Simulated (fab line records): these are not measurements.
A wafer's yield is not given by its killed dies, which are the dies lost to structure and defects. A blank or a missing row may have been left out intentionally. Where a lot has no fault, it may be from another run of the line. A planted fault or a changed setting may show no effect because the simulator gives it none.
Chamber matching | flow nand harc | pecvd-04 running NHARC_P_M1_DEP_33: 3 sister chambers
The step deposits SiCN, target thk 30 nm. 6 wafers are shown with their chamber, then 11 later ones without.

WAFERS WITH THEIR CHAMBER
wafer  | chamber | heater power w (W)
L083.2 | 1       | 535
L083.3 | 2       | 732
L085.4 | 1       | 618
L085.5 | 0       | 503
L085.6 | 2       | 730
L087.2 | 0       | 519

WAFERS WITH NO CHAMBER GIVEN
wafer  | heater power w (W)
L087.3 | 625
L087.6 | 616
L093.2 | 539
L093.3 | 616
L093.4 | 843
L094.4 | 802
L094.5 | 499
L094.6 | 573
L095.2 | 570
L095.4 | 558
L095.5 | 568

WHICH CHAMBER EACH ONE RAN IN
wafer  | from the rows above          | in truth
L087.3 | can't be placed: 1 or 2 or 0 | 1
L087.6 | can't be placed: 1 or 0      | 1
L093.2 | can't be placed: 0 or 1      | 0
L093.3 | can't be placed: 1 or 0      | 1
L093.4 | 2                            | 2
L094.4 | 2                            | 2
L094.5 | can't be placed: 0 or 1      | 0
L094.6 | can't be placed: 1 or 0      | 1
L095.2 | can't be placed: 1 or 0      | 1
L095.4 | can't be placed: 1 or 0      | 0
L095.5 | can't be placed: 1 or 0      | 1
Correct placement for 2 of the 11. From these rows, 9 cannot be placed; in 9 the true chamber is one of the candidates. Placed wrongly: 0.
How it was worked out, from the rows above alone: a wafer's distance from a chamber is the root of the sum, over the readings, of the square of ((its reading less the chamber's mean) divided by the reading's scatter). The wafer belongs to the nearest chamber; if the next one is less than 2 further off, it can't be placed. A chamber's mean is the mean of its shown wafers. The scatter: take each reading less its chamber's mean, square it, sum over the shown wafers, divide by the number of wafers less the number of chambers, and take the root.
